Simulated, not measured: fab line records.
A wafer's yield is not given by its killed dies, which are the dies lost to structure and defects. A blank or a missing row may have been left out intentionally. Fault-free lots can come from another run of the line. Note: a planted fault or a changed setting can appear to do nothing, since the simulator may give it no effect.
The tool behind it: which one?	flow nandHarc	Sampling: 23 lots, 69 wafers, 6 of 1302 route steps

WHAT THE GAUGES SHOWED, per wafer
The record lacks any reading of a measuring or inspecting step that a usual standard deviation could be used to judge.

TOOL THAT RAN EACH LOT (tool first, then ch and the chambers of the sampled wafers, then the start)
lot	NHARC_A_STAIRCASE_ETCH_169	NHARC_A_STAIRCASE_TRIM_187	NHARC_A_STAIRCASE_TRIM_189	NHARC_A_STAIRCASE_ETCH_190	NHARC_A_STAIRCASE_ETCH_197	NHARC_A_STAIRCASE_TRIM_202
L074	rieDiel-04 ch 1,2,3, day 15 16:08	rieDiel-07 ch 0,1,3, day 15 21:42	rieDiel-07 ch 0,1,2, no start	rieDiel-07 ch 0,2,3, no start	rieDiel-01 ch 0,1, no start	rieDiel-01 ch 0,1, no start
L075	rieDiel-01 ch 0,1, day 16 11:02	rieDiel-01 ch 0,2, day 16 16:32	rieDiel-01 ch 1,2, no start	rieDiel-01 ch 1,2,3, no start	rieDiel-07 ch 0,1,2, no start	rieDiel-07 ch 1,2,3, no start
L077	rieDiel-07 ch 0,3, day 16 11:11	rieDiel-04 ch 0,1,2, day 16 16:52	rieDiel-04 ch 0,1, no start	rieDiel-04 ch 0,1,2, no start	rieDiel-01 ch 0,1,2, no start	rieDiel-01 ch 1,3, no start
L076	rieDiel-07 ch 0,1,3, day 16 16:25	rieDiel-07 ch 0,1,2, day 16 22:27	rieDiel-07 ch 0,2,3, no start	rieDiel-07 ch 0,1,2, no start	rieDiel-04 ch 1,2,3, no start	rieDiel-04 ch 0,1,3, no start
L079	rieDiel-01 ch 2,3, day 17 08:23	rieDiel-01 ch 0,1,3, day 17 14:02	rieDiel-01 ch 0,1,2, no start	rieDiel-01 ch 1,2, no start	rieDiel-07 ch 1,2,3, no start	rieDiel-07 ch 1,3, no start
L078	rieDiel-04 ch 0,2, day 17 08:36	rieDiel-07 ch 0,1, day 17 17:50	rieDiel-07 ch 0,1,2, no start	rieDiel-07 ch 0,1,3, no start	rieDiel-07 ch 0,1, no start	rieDiel-07 ch 1,2,3, no start
L080	rieDiel-04 ch 1,2,3, day 17 19:26	rieDiel-07 ch 0,2,3, day 18 03:22	rieDiel-07 ch 0,3, no start	rieDiel-07 ch 2,3, no start	rieDiel-07 ch 1,3, no start	rieDiel-07 ch 1,2,3, no start
L081	rieDiel-04 ch 0,3, day 18 04:09	rieDiel-01 ch 0,1, day 18 10:32	rieDiel-01 ch 0,1,2, no start	rieDiel-01 ch 1,2, no start	rieDiel-07 ch 2,3, no start	rieDiel-07 ch 1,2, no start
L083	rieDiel-07 ch 0,3, day 19 16:58	rieDiel-04 ch 0,3, day 19 22:29	rieDiel-04 ch 1,2,3, no start	rieDiel-04 ch 0,1, no start	rieDiel-04 ch 2,3, no start	rieDiel-04 ch 0,1,2, no start
L082	rieDiel-07 ch 0,1,3, day 20 00:07	rieDiel-01 ch 0,1, day 20 05:47	rieDiel-01 ch 0,1,2, no start	rieDiel-01 ch 0,1,2, no start	rieDiel-01 ch 0,3, no start	rieDiel-01 ch 0,3, no start
L085	rieDiel-07 ch 0,1,3, day 20 06:23	rieDiel-07 ch 1,2,3, day 20 12:40	rieDiel-07 ch 1,2,3, no start	rieDiel-07 ch 1,2,3, no start	rieDiel-04 ch 0,2,3, no start	rieDiel-04 ch 0,2,3, no start
L084	rieDiel-04 ch 0,1,2, day 20 06:34	rieDiel-01 ch 0,1,3, day 20 12:13	rieDiel-01 ch 0,1,3, no start	rieDiel-01 ch 0,1,3, no start	rieDiel-01 ch 1,2,3, no start	rieDiel-01 ch 0,1,3, no start
L088	rieDiel-01 ch 0,3, day 21 06:35	rieDiel-01 ch 1,2, day 21 12:31	rieDiel-01 ch 2,3, no start	rieDiel-01 ch 1,3, no start	rieDiel-07 ch 1,2, no start	rieDiel-07 ch 1,2,3, no start
L086	rieDiel-07 ch 1,2,3, day 21 06:46	rieDiel-01 ch 2,3, day 21 12:44	rieDiel-01 ch 1,3, no start	rieDiel-01 ch 1,3, no start	rieDiel-04 ch 1,2,3, no start	rieDiel-04 ch 0,1,3, no start
L089	rieDiel-04 ch 0,1,2, day 21 20:46	rieDiel-04 ch 0,1,2, day 22 02:27	rieDiel-04 ch 2,3, no start	rieDiel-04 ch 0,2,3, no start	rieDiel-07 ch 0,1, no start	rieDiel-07 ch 0,1, no start
L090	rieDiel-01 ch 0,1,3, day 22 14:59	rieDiel-04 ch 1,2,3, day 22 21:33	rieDiel-04 ch 1,3, no start	rieDiel-04 ch 1,2,3, no start	rieDiel-01 ch 0,3, no start	rieDiel-01 ch 1,2,3, no start
L091	rieDiel-01 ch 0,1, day 22 15:11	rieDiel-07 ch 2,3, day 22 20:55	rieDiel-07 ch 0,1,3, no start	rieDiel-07 ch 0,3, no start	rieDiel-07 ch 0,1,3, no start	rieDiel-07 ch 1,2, no start
L092	rieDiel-07 ch 0,2,3, day 23 12:59	rieDiel-04 ch 0,1, day 23 20:11	rieDiel-04 ch 0,1,2, no start	rieDiel-04 ch 0,2,3, no start	rieDiel-01 ch 1,2,3, no start	rieDiel-01 ch 2,3, no start
L094	rieDiel-07 ch 0,1,3, day 24 15:32	rieDiel-04 ch 0,2,3, day 24 21:07	rieDiel-04 ch 0,1,2, no start	rieDiel-04 ch 1,2,3, no start	rieDiel-04 ch 1,2,3, no start	rieDiel-04 ch 1,2,3, no start
L093	rieDiel-07 ch 0,2,3, day 24 15:42	rieDiel-01 ch 0,1,2, day 24 21:38	rieDiel-01 ch 0,1,3, no start	rieDiel-01 ch 0,1,2, no start	rieDiel-01 ch 0,2,3, no start	rieDiel-01 ch 0,1,2, no start
L096	rieDiel-04 ch 1,3, day 24 15:48	rieDiel-07 ch 0,1,3, day 24 21:24	rieDiel-07 ch 0,1,3, no start	rieDiel-07 ch 1,2,3, no start	rieDiel-04 ch 0,1, no start	rieDiel-04 ch 0,2,3, no start
L095	rieDiel-04 ch 0,1,3, day 24 19:45	rieDiel-07 ch 1,2,3, day 25 04:38	rieDiel-07 ch 0,1,2, no start	rieDiel-07 ch 2,3, no start	rieDiel-07 ch 0,1, no start	rieDiel-07 ch 0,3, no start
L097	rieDiel-04 ch 0,2,3, day 25 04:08	rieDiel-04 ch 0,1,2, day 25 09:32	rieDiel-04 ch 0,1, no start	rieDiel-04 ch 0,2,3, no start	rieDiel-07 ch 0,1,3, no start	rieDiel-07 ch 2,3, no start
- NHARC_A_STAIRCASE_ETCH_169: etches the open film in CH3F/O2, target depth 50 nm, time 107.1 s.
- NHARC_A_STAIRCASE_TRIM_187: chemistry O2, time 211.2 s.
- NHARC_A_STAIRCASE_TRIM_189: chemistry O2, time 211.2 s.
- NHARC_A_STAIRCASE_ETCH_190: etches the open film in C4F8/O2, target depth 100 nm, time 40.5 s.
- NHARC_A_STAIRCASE_ETCH_197: etches the open film in C4F8/O2, target depth 100 nm, time 40.5 s.
- NHARC_A_STAIRCASE_TRIM_202: chemistry O2, time 211.2 s.

AS READ BY THE TOOLS THEMSELVES (means over the sampled wafers that have a number; for cases with no such wafer, the mark the record gives instead)
NHARC_A_STAIRCASE_ETCH_169. Usual: drypumpMotorCurrentA 5.7 A, standard deviation 0.47; oesProductAu 0.963 a.u., standard deviation 0.017; rfVppV 243.9 V, standard deviation 1.4; showerheadPlenumPTorr 2.43 Torr, standard deviation 0.081; throttleValvePct 20.664 %, standard deviation 0.0095.
lot	tool	drypumpMotorCurrentA (A)	oesProductAu (a.u.)	rfVppV (V)	showerheadPlenumPTorr (Torr)	throttleValvePct (%)	flag
L074	rieDiel-04	5.7	0.967	243.4	2.38	20.664	
L075	rieDiel-01	5.3	0.967	241.9	2.31	20.671	
L077	rieDiel-07	5.9	0.976	244.3	2.44	20.670	
L076	rieDiel-07	5.8	0.972	243.9	2.46	20.667	
L079	rieDiel-01	5.1	0.966	245.5	2.51	20.666	
L078	rieDiel-04	5.4	0.933	243.9	2.37	20.659	
L080	rieDiel-04	5.7	0.971	243.2	2.38	20.658	
L081	rieDiel-04	6.0	0.974	242.5	2.34	20.656	
L083	rieDiel-07	5.9	0.982	244.1	2.43	20.671	
L082	rieDiel-07	5.8	0.968	243.9	2.45	20.663	
L085	rieDiel-07	5.8	0.972	244.4	2.45	20.666	
L084	rieDiel-04	5.5	0.965	243.0	2.40	20.670	
L088	rieDiel-01	5.3	0.955	244.8	2.49	20.651	
L086	rieDiel-07	5.9	0.978	244.6	2.48	20.662	
L089	rieDiel-04	5.5	0.987	243.6	2.39	20.668	
L090	rieDiel-01	5.3	0.962	245.2	2.52	20.666	
L091	rieDiel-01	5.5	0.942	244.4	2.46	20.668	
L092	rieDiel-07	6.1	0.975	244.4	2.45	20.667	
L094	rieDiel-07	5.8	0.963	244.3	2.43	20.666	
L093	rieDiel-07	6.1	0.945	243.4	2.44	20.664	
L096	rieDiel-04	5.9	0.924	242.7	2.39	20.659	
L095	rieDiel-04	5.8	0.975	242.8	2.37	20.655	
L097	rieDiel-04	5.7	0.976	242.5	2.34	20.659	

NHARC_A_STAIRCASE_TRIM_187. Usual: drypumpMotorCurrentA 5.6 A, standard deviation 0.49; oesProductAu 1.000 a.u., standard deviation 0.0084; rfVppV 57.7 V, standard deviation 0.92; showerheadPlenumPTorr 3.51 Torr, standard deviation 0.13; throttleValvePct 17.037 %, standard deviation 0.0096.
lot	tool	drypumpMotorCurrentA (A)	oesProductAu (a.u.)	rfVppV (V)	showerheadPlenumPTorr (Torr)	throttleValvePct (%)	flag
L074	rieDiel-07	5.8	0.997	58.0	3.53	17.022	
L075	rieDiel-01	5.5	0.993	56.9	3.47	17.038	
L077	rieDiel-04	5.5	0.998	57.7	3.46	17.037	
L076	rieDiel-07	6.2	1.012	58.5	3.53	17.039	
L079	rieDiel-01	5.3	1.000	58.2	3.64	17.034	
L078	rieDiel-07	5.9	1.012	57.7	3.51	17.047	
L080	rieDiel-07	6.1	1.005	57.5	3.54	17.038	
L081	rieDiel-01	5.5	0.985	57.7	3.55	17.029	
L083	rieDiel-04	5.7	1.002	56.9	3.40	17.046	
L082	rieDiel-01	5.5	0.993	56.9	3.54	17.030	
L085	rieDiel-07	5.9	0.998	57.9	3.56	17.032	
L084	rieDiel-01	5.3	0.993	58.0	3.62	17.039	
L088	rieDiel-01	5.1	0.996	58.6	3.62	17.044	
L086	rieDiel-01	5.1	1.003	58.3	3.57	17.035	
L089	rieDiel-04	5.5	1.007	57.7	3.44	17.041	
L090	rieDiel-04	5.7	1.003	57.3	3.39	17.033	
L091	rieDiel-07	5.8	1.007	57.1	3.57	17.040	
L092	rieDiel-04	5.6	1.007	57.9	3.47	17.039	
L094	rieDiel-04	5.7	0.997	57.0	3.36	17.036	
L093	rieDiel-01	5.3	0.991	57.7	3.56	17.043	
L096	rieDiel-07	5.8	1.000	58.5	3.49	17.026	
L095	rieDiel-07	5.9	1.007	58.3	3.54	17.034	
L097	rieDiel-04	5.5	1.000	58.3	3.43	17.036	

NHARC_A_STAIRCASE_TRIM_189. Usual: drypumpMotorCurrentA 5.6 A, standard deviation 0.49; oesProductAu 1.000 a.u., standard deviation 0.0086; rfVppV 57.7 V, standard deviation 0.79; showerheadPlenumPTorr 3.51 Torr, standard deviation 0.13; throttleValvePct 17.036 %, standard deviation 0.0094.
lot	tool	drypumpMotorCurrentA (A)	oesProductAu (a.u.)	rfVppV (V)	showerheadPlenumPTorr (Torr)	throttleValvePct (%)	flag
L074	rieDiel-07	6.2	1.000	58.1	3.53	17.044	
L075	rieDiel-01	5.1	1.005	57.0	3.36	17.037	
L077	rieDiel-04	5.6	1.003	57.5	3.48	17.040	
L076	rieDiel-07	6.1	1.012	57.7	3.54	17.034	
L079	rieDiel-01	5.3	0.994	58.1	3.60	17.030	
L078	rieDiel-07	6.2	1.005	57.3	3.52	17.035	
L080	rieDiel-07	5.7	1.006	57.7	3.54	17.032	
L081	rieDiel-01	5.3	0.991	57.9	3.59	17.034	
L083	rieDiel-04	5.7	0.999	57.0	3.40	17.031	
L082	rieDiel-01	5.3	0.988	57.0	3.58	17.034	
L085	rieDiel-07	5.9	1.001	57.4	3.56	17.038	
L084	rieDiel-01	5.3	0.992	58.3	3.62	17.042	
L088	rieDiel-01	5.1	1.001	57.3	3.57	17.046	
L086	rieDiel-01	5.1	0.993	58.1	3.70	17.033	
L089	rieDiel-04	5.6	1.005	57.3	3.35	17.039	
L090	rieDiel-04	6.0	1.001	57.3	3.37	17.034	
L091	rieDiel-07	5.8	1.003	57.6	3.50	17.031	
L092	rieDiel-04	5.5	0.992	56.9	3.43	17.041	
L094	rieDiel-04	5.5	1.001	58.0	3.43	17.033	
L093	rieDiel-01	5.3	1.005	57.7	3.61	17.042	
L096	rieDiel-07	5.8	1.000	57.5	3.49	17.036	
L095	rieDiel-07	6.2	1.001	58.5	3.49	17.044	
L097	rieDiel-04	5.6	1.007	57.2	3.47	17.026	

NHARC_A_STAIRCASE_ETCH_190. Usual: oesProductAu 0.944 a.u., standard deviation 0.0097; rfVppV 895 V, standard deviation 4.7.
lot	tool	oesProductAu (a.u.)	rfVppV (V)	flag
L074	rieDiel-07	0.947	897	
L075	rieDiel-01	0.939	895	
L077	rieDiel-04	0.948	893	
L076	rieDiel-07	0.946	896	
L079	rieDiel-01	0.933	903	
L078	rieDiel-07	0.945	896	
L080	rieDiel-07	0.949	898	
L081	rieDiel-01	0.942	903	
L083	rieDiel-04	0.959	895	
L082	rieDiel-01	0.941	899	
L085	rieDiel-07	0.947	898	
L084	rieDiel-01	0.941	899	
L088	rieDiel-01	0.938	903	
L086	rieDiel-01	0.927	903	
L089	rieDiel-04	0.939	891	
L090	rieDiel-04	0.937	892	
L091	rieDiel-07	0.954	894	
L092	rieDiel-04	0.952	890	
L094	rieDiel-04	0.943	890	
L093	rieDiel-01	0.939	898	
L096	rieDiel-07	0.956	897	
L095	rieDiel-07	0.941	897	
L097	rieDiel-04	0.938	890	

NHARC_A_STAIRCASE_ETCH_197. Usual: oesProductAu 0.955 a.u., standard deviation 0.017; rfVppV 895 V, standard deviation 4.3.
lot	tool	oesProductAu (a.u.)	rfVppV (V)	flag
L074	rieDiel-01	0.963	890	
L075	rieDiel-07	0.936	895	
L077	rieDiel-01	0.964	892	
L076	rieDiel-04	0.973	892	
L079	rieDiel-07	0.958	897	
L078	rieDiel-07	0.936	895	
L080	rieDiel-07	0.946	898	
L081	rieDiel-07	0.967	898	
L083	rieDiel-04	0.950	890	
L082	rieDiel-01	0.937	897	
L085	rieDiel-04	0.968	890	
L084	rieDiel-01	0.938	901	
L088	rieDiel-07	0.970	896	
L086	rieDiel-04	0.970	891	
L089	rieDiel-07	0.926	896	
L090	rieDiel-01	0.951	894	
L091	rieDiel-07	0.948	895	
L092	rieDiel-01	0.959	901	
L094	rieDiel-04	0.942	891	
L093	rieDiel-01	0.937	896	
L096	rieDiel-04	0.955	894	
L095	rieDiel-07	0.945	894	
L097	rieDiel-07	0.977	895	

NHARC_A_STAIRCASE_TRIM_202. Usual: drypumpMotorCurrentA 5.7 A, standard deviation 0.53; oesProductAu 1.002 a.u., standard deviation 0.0076; rfVppV 57.8 V, standard deviation 0.81; showerheadPlenumPTorr 3.51 Torr, standard deviation 0.12; throttleValvePct 17.037 %, standard deviation 0.0091.
lot	tool	drypumpMotorCurrentA (A)	oesProductAu (a.u.)	rfVppV (V)	showerheadPlenumPTorr (Torr)	throttleValvePct (%)	flag
L074	rieDiel-01	5.5	1.003	57.3	3.38	17.037	
L075	rieDiel-07	5.9	1.004	57.9	3.57	17.033	
L077	rieDiel-01	5.1	1.009	57.4	3.40	17.040	
L076	rieDiel-04	5.8	1.005	57.2	3.44	17.034	
L079	rieDiel-07	5.5	1.004	58.0	3.57	17.032	
L078	rieDiel-07	5.9	0.998	58.5	3.57	17.039	
L080	rieDiel-07	5.9	1.000	58.1	3.57	17.042	
L081	rieDiel-07	6.3	1.003	57.2	3.57	17.041	
L083	rieDiel-04	5.5	0.998	57.1	3.44	17.042	
L082	rieDiel-01	5.6	0.997	57.0	3.49	17.036	
L085	rieDiel-04	5.7	1.003	57.3	3.38	17.033	
L084	rieDiel-01	5.3	0.991	57.9	3.62	17.034	
L088	rieDiel-07	5.9	1.003	58.1	3.55	17.040	
L086	rieDiel-04	5.8	0.998	57.5	3.42	17.040	
L089	rieDiel-07	5.9	0.999	58.2	3.49	17.041	
L090	rieDiel-01	5.1	0.996	58.1	3.65	17.042	
L091	rieDiel-07	6.4	1.009	57.9	3.55	17.028	
L092	rieDiel-01	5.1	1.003	57.2	3.60	17.029	
L094	rieDiel-04	5.7	1.007	58.0	3.39	17.037	
L093	rieDiel-01	5.3	0.995	58.1	3.56	17.044	
L096	rieDiel-04	5.7	0.999	58.1	3.36	17.035	
L095	rieDiel-07	5.6	1.000	57.6	3.51	17.036	
L097	rieDiel-07	6.3	1.003	57.9	3.55	17.042	

THE ANSWER, worked out from the rows above alone
Rule: a lot counts as off when the mean over its wafers that have a number is more than 3 standard deviations away from the usual mean. Also off: a lot with no number at a reading for which 4 or more lots have one. The other lots that the step has rows for count as sound. First the gauges in route order, then the tools' own readings, where a lot's mean is used as printed above. At the first step where some lot is off, the reading lying furthest off is the one used; lots without a number count as furthest.
No lot is off on any of the readings shown, so nothing can be concluded from this.

WHAT THE SIMULATOR HAD INSERTED
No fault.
